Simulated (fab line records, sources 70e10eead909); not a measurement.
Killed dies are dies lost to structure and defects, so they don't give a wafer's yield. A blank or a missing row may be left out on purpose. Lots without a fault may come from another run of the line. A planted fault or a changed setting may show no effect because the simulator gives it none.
fab line records | flow nand_harc
record lots=12 wafers=36 last_day=33
route steps=1302 shown A_CONTACT@1091 A_BLC@1124
lots that met no fault: from a run of the same line without faults
start_h: hours from the record's first day to the start of the lot's first wafer shown | wait_h: hours since the lot's step before | " the same as in the row above | L1.1+2: a row that stands for several wafers | - no value, or no start given | * or withheld: withheld | < > ~ a bound
route shown NAME@n: a module of which the file shows steps, and the number in the route of the first | usual: mean/standard deviation of fault-free wafers | same: alike in all rows | chamber/n: place in a boat | sites: the reading at each site | _std_site: their standard deviation | _edge_site: outer sites' mean less inner sites' | radius_mm: how far each site lies from the wafer's centre | mask NAME#n: copy n | behind: the tool/chamber that last shaped the wafer | hold: why the lot was held/for how many hours/how that ended | device: the transistor (n, p or np) that didn't switch | end of line: the same wafers' tests at the end of the route | a step without rows: its recipe alone | killed: dies lost to structure and defects at the first sort, not the wafer's yield | map: a wafer's dies, x killed, . not, _ none there
set.NAME: the setting as run; set.NAME@STEP: as run at that earlier step | model.NAME: the simulator's own value behind a step, which no gauge read
steps of the route over a sample of lots; a table a step, a row a wafer
services: from which hour (start_h, from the record's first day; less than 0 if before it) a tool's chamber was out of use, for how many hours, and why
## steps
# step NHARC_A_CONTACT_ETCH_139
# recipe source_w=withheld pressure_mtorr=20 bias_v=400 time_s=195 target_depth_a=8400 ar_flow_sccm=withheld c4f8_flow_sccm=11.5 o2_flow_sccm=7.2 chemistry=C4F8/O2/Ar
# columns lot.wafer tool chamber start_h wait_h rf_hours_counter_h
L719.1 har_cap_etch-03 0 524.23 0.2 47
L719.3 " 0 " " -
L719.5 " 0 " " -
L721.1 har_cap_etch-01 1 527.99 0.2 3
L721.4 " 1 " " -
L721.3 " 0 " " -
L722.1 har_cap_etch-03 0 563.88 0.2 52
L722.2 " 1 " " 52
L722.6 " 0 " " -
L723.2 har_cap_etch-02 0 589.20 0.2 99
L723.4 " 1 " " -
L723.6 " 1 " " -
L724.3 har_cap_etch-03 0 591.13 0.3 -
L724.5 " 0 " " -
L724.6 " 1 " " -
L727.1 har_cap_etch-01 0 592.17 0.2 15
L727.4 " 0 " " -
L727.5 " 0 " " -
L726.2 har_cap_etch-02 0 593.97 0.2 100
L726.3 " 0 " " -
L726.6 " 0 " " -
L731.1 har_cap_etch-01 0 641.28 0.2 26
L731.3 " 0 " " -
L731.4 " 1 " " -
L734.3 har_cap_etch-02 0 654.66 0.2 -
L734.5 " 1 " " -
L734.6 " 0 " " -
L741.1 har_cap_etch-03 1 736.81 0.2 85
L741.4 " 0 " " -
L741.6 " 0 " " -
L740.1 har_cap_etch-02 0 738.66 0.3 124
L740.3 " 1 " " -
L740.5 " 0 " " -
L742.1 har_cap_etch-01 0 741.06 0.2 46
L742.4 " 1 " " -
L742.3 " 0 " " -
# step NHARC_A_BLC_CD_MEAS_19
# usual cd_nm=99.0/2.3
# columns lot.wafer tool chamber start_h wait_h cd_nm
L719.1 cd_sem-02 - 529.42 - 97.6
L719.3 " - " " 98.6
L719.5 " - " " 95.7
L721.1 cd_sem-01 - 532.97 - 102.7
L721.3 " - " " 99.7
L721.4 " - " " 96.2
L722.1 cd_sem-03 - 569.03 - 102.5
L722.2 " - " " 97.9
L722.6 " - " " 100.9
L723.2 cd_sem-01 - 594.02 - 102.1
L723.4 " - " " 99.8
L723.6 " - " " 98.3
L724.3 cd_sem-02 - 596.60 - 96.7
L724.5 " - " " 100.2
L724.6 " - " " 98.4
L727.1 cd_sem-03 - 596.98 - 102.3
L727.4 " - " " 101.8
L727.5 " - " " 101.0
L726.2 cd_sem-01 - 598.89 - 99.0
L726.3 " - " " 95.1
L726.6 " - " " 100.0
L731.1 cd_sem-03 - 646.19 - 100.6
L731.3 " - " " 97.6
L731.4 " - " " 96.9
L734.3 cd_sem-03 - 659.38 - 95.2
L734.5 " - " " 99.0
L734.6 " - " " 100.3
L741.1 cd_sem-01 - 742.24 - 100.8
L741.4 " - " " 99.2
L741.6 " - " " 102.1
L740.1 cd_sem-01 - 745.08 - 102.8
L740.3 " - " " 99.7
L740.5 " - " " 102.6
L742.1 cd_sem-03 - 746.07 - 98.1
L742.3 " - " " 95.0
L742.4 " - " " 97.6
# step NHARC_A_BLC_ALD_23
# recipe target_thk_a=30 pulse_time_s=1 ald_cycles=150 temp_c=450 material=TiN
# usual heater_power_w=1090/110 precursor_pulse_height_rel=1.000/0.021
# columns lot.wafer tool chamber start_h wait_h heater_power_w precursor_pulse_height_rel
L719.1 ald_metal-03 0 530.29 - 1018 0.976
L719.3 " 2 " " 920 1.041
L719.5 " 0 " " 1052 0.998
L721.3 ald_metal-04 1 533.82 - 1250 0.997
L721.1 " 3 " " 1135 0.960
L721.4 " 3 " " 1158 1.010
L722.1 ald_metal-04 3 569.87 - 1140 0.976
L722.2 " 0 " " 1061 1.009
L722.6 " 1 " " 1292 1.015
L723.4 ald_metal-01 2 594.87 - 1104 0.999
L723.2 " 3 " " 1032 1.024
L723.6 " 2 " " 1093 1.031
L724.3 ald_metal-04 0 597.46 - 1097 1.010
L724.6 " 3 " " 1179 1.009
L724.5 " 0 " " 1084 1.000
L727.4 ald_metal-03 2 597.86 - 934 0.982
L727.1 " 3 " " 1066 0.990
L727.5 " 1 " " 1153 1.038
L726.3 ald_metal-04 1 599.75 - 1258 1.007
L726.2 " 3 " " 1201 1.019
L726.6 " 1 " " 1242 0.977
L731.4 ald_metal-01 2 647.09 - 1114 0.966
L731.1 " 3 " " 1043 1.013
L731.3 " 0 " " 1176 0.977
L734.3 ald_metal-03 1 660.25 - 1181 1.003
L734.5 " 3 " " 1072 1.014
L734.6 " 0 " " 1026 0.983
L741.4 ald_metal-03 0 743.14 - 1037 0.952
L741.1 " 3 " " 1086 1.023
L741.6 " 1 " " 1184 1.011
L740.1 ald_metal-01 1 745.95 - 1101 1.030
L740.3 " 3 " " 1064 1.033
L740.5 " 1 " " 1098 1.005
L742.4 ald_metal-04 1 746.91 - 1341 0.972
L742.3 " 3 " " 1232 1.017
L742.1 " 0 " " 1060 1.005
# step NHARC_A_BLC_CVD_24
# recipe target_thk_a=1500 temp_c=300 pressure_torr=40 wf6_flow_sccm=40 h2_flow_sccm=1600 ar_flow_sccm=1560 time_s=434 material=W
# usual heater_power_w=466/33 throttle_valve_pct=8.3/0.34
# columns lot.wafer tool chamber start_h wait_h heater_power_w throttle_valve_pct
L719.1 cvd_w-01 1 530.70 - 412 8.7
L719.3 " 0 " " 483 8.7
L719.5 " 0 " " 484 8.6
L721.1 cvd_w-01 1 534.13 - 415 8.4
L721.3 " 0 " " 479 8.5
L721.4 " 1 " " 417 8.4
L722.1 cvd_w-01 0 570.16 - 488 8.5
L722.2 " 1 " " 421 8.4
L722.6 " 0 " " 486 8.9
L723.2 cvd_w-01 0 595.06 - 478 8.6
L723.4 " 1 " " 424 8.2
L723.6 " 0 " " 480 8.7
L724.3 cvd_w-01 1 597.79 - 412 8.3
L724.6 " 1 " " 423 7.9
L724.5 " 0 " " 476 8.6
L727.1 cvd_w-02 0 598.02 - 471 8.1
L727.4 " 1 " " 507 8.1
L727.5 " 0 " " 459 7.9
L726.2 cvd_w-01 0 599.93 - 485 8.3
L726.3 " 0 " " 485 8.8
L726.6 " 1 " " 423 8.2
L731.1 cvd_w-02 0 647.34 - 465 7.6
L731.3 " 1 " " 504 7.9
L731.4 " 0 " " 462 7.8
L734.3 cvd_w-01 1 660.56 - 427 8.4
L734.6 " 1 " " 407 7.9
L734.5 " 0 " " 480 8.7
L741.1 cvd_w-02 1 743.34 - 501 8.2
L741.4 " 1 " " 489 8.2
L741.6 " 1 " " 499 8.2
L740.1 cvd_w-02 1 746.13 - 500 8.4
L740.3 " 1 " " 512 8.2
L740.5 " 1 " " 503 8.2
L742.1 cvd_w-01 1 747.18 - 423 8.5
L742.3 " 0 " " 499 8.5
L742.4 " 1 " " 422 8.4
# step NHARC_A_BLC_CMP_25
# recipe t_overpolish_s=30 target_thk_nm=150
# usual edge_zone_pressure_frac=1.000/0.0051 motor_current_A=12.2/1.6 overpolish_run_s=30.001/0.0091 retaining_ring_pressure_frac=1.001/0.0046 time_to_endpoint_s=30/3.6
# columns lot.wafer tool chamber start_h wait_h edge_zone_pressure_frac motor_current_A overpolish_run_s retaining_ring_pressure_frac time_to_endpoint_s
L719.1 cmp-01 3 531.29 0.5 0.995 10.3 30.002 1.000 35
L719.3 " 0 " " 1.005 11.3 29.998 1.005 31
L719.5 " 1 " " 0.991 13.8 30.024 1.000 38
L721.1 cmp-02 1 534.59 0.4 1.001 13.3 29.992 1.010 32
L721.4 " 2 " " 0.999 11.2 29.994 1.006 31
L721.3 " 0 " " 0.997 11.0 30.023 0.994 34
L722.2 cmp-01 0 570.71 0.4 1.006 10.3 30.006 0.997 23
L722.1 " 1 " " 1.002 14.0 30.002 1.007 33
L722.6 " 3 " " 0.995 10.5 30.016 1.000 26
L723.2 cmp-02 0 595.58 0.5 1.007 11.6 29.994 1.000 28
L723.4 " 1 " " 1.008 13.4 30.006 0.995 29
L723.6 " 0 " " 1.010 11.8 30.005 0.995 31
L724.3 cmp-02 0 598.17 0.3 1.001 11.2 30.007 0.996 31
L724.5 " 0 " " 1.003 11.0 29.996 0.998 29
L724.6 " 1 " " 1.002 13.1 30.002 0.996 30
L727.4 cmp-01 3 598.58 0.3 1.008 10.1 30.003 0.993 30
L727.1 " 0 " " 0.995 11.0 29.997 0.998 26
L727.5 " 2 " " 1.004 13.7 29.997 1.008 24
L726.3 cmp-04 0 600.46 0.3 0.991 10.5 30.001 1.004 22
L726.2 " 1 " " 1.002 15.9 29.990 1.005 28
L726.6 " 0 " " 0.995 10.4 30.003 1.007 23
L731.4 cmp-04 2 647.80 0.2 0.995 12.6 30.021 1.001 27
L731.3 " 0 " " 0.997 11.2 29.996 0.999 24
L731.1 " 1 " " 1.002 15.4 29.989 1.000 32
L734.3 cmp-04 2 661.00 0.4 1.001 12.4 30.005 0.996 27
L734.5 " 1 " " 1.003 14.8 29.988 1.003 41
L734.6 " 2 " " 0.999 13.5 29.984 1.007 27
L741.1 cmp-02 1 744.35 0.9 0.988 13.6 30.012 0.993 30
L741.4 " 2 " " 0.997 11.2 30.004 0.998 33
L741.6 " 3 " " 1.006 11.8 30.014 0.995 30
L740.1 cmp-04 3 747.11 0.8 0.992 11.6 29.993 1.006 32
L740.3 " 0 " " 1.008 10.6 29.997 1.004 29
L740.5 " 0 " " 1.004 11.3 30.008 1.001 31
L742.1 cmp-01 0 747.63 0.4 0.991 11.1 30.006 0.995 32
L742.4 " 1 " " 0.996 13.3 29.990 0.999 37
L742.3 " 3 " " 0.999 10.5 30.011 1.005 32
## services
# columns tool chamber start_h hours kind
cmp-04 - 503.93 4.0 pm
ald_metal-04 0 505.26 21.0 repair
ald_metal-04 1 519.78 13.7 repair
cmp-02 - 526.50 4.0 pm
cmp-04 - 542.94 0.5 repair
ald_metal-04 0 544.05 3.2 repair
cvd_w-01 - 547.00 13.0 pm
har_cap_etch-03 - 549.22 1.5 repair
cmp-04 - 564.73 4.1 repair
ald_metal-03 - 568.00 10.0 pm
cmp-01 - 587.60 4.0 pm
cmp-04 - 601.93 4.0 pm
cmp-02 - 606.85 1.7 repair
cmp-02 - 624.50 4.0 pm
ald_metal-04 0 628.94 23.4 repair
cvd_w-02 - 631.00 13.0 pm
ald_metal-03 - 631.81 1.7 repair
cmp-02 - 632.51 0.6 repair
ald_metal-04 - 652.00 10.0 pm
cmp-01 - 655.71 3.8 repair
ald_metal-04 1 684.91 5.0 repair
ald_metal-04 0 689.11 13.7 repair
cvd_w-01 - 728.44 13.0 pm
ald_metal-04 - 731.36 1.0 repair
## key
first_sign step=NHARC_A_BLC_CMP_25 reading=time_to_endpoint_s direction=up sigmas=3.2 usual=* struck=*
effect none on later readings
met_at NHARC_A_BLC_CVD_24
struck_lots L734
struck_wafers L734.5
tester_left_out L734
not_acting_at NHARC_A_CONTACT_ETCH_139,NHARC_A_BLC_CD_MEAS_19,NHARC_A_BLC_ALD_23
onset_between 599.93 660.56
fault kind=process_parameter_drift tool=cvd_w-01 chamber=- onset_h=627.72 steps=NHARC_A_BLC_CVD_24 channel=target_thk_a offset=* shape=step end_h=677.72 scope=struck_wafers_only acts_in=* stated=*
# tester_left_out: of these lots the tester's yield and bins aren't shown, on N5 and GAA mostly nor the transistor test; their killed dies are dies lost to structure and defects alone, not to doping, threshold or leakage, so they don't give the yield
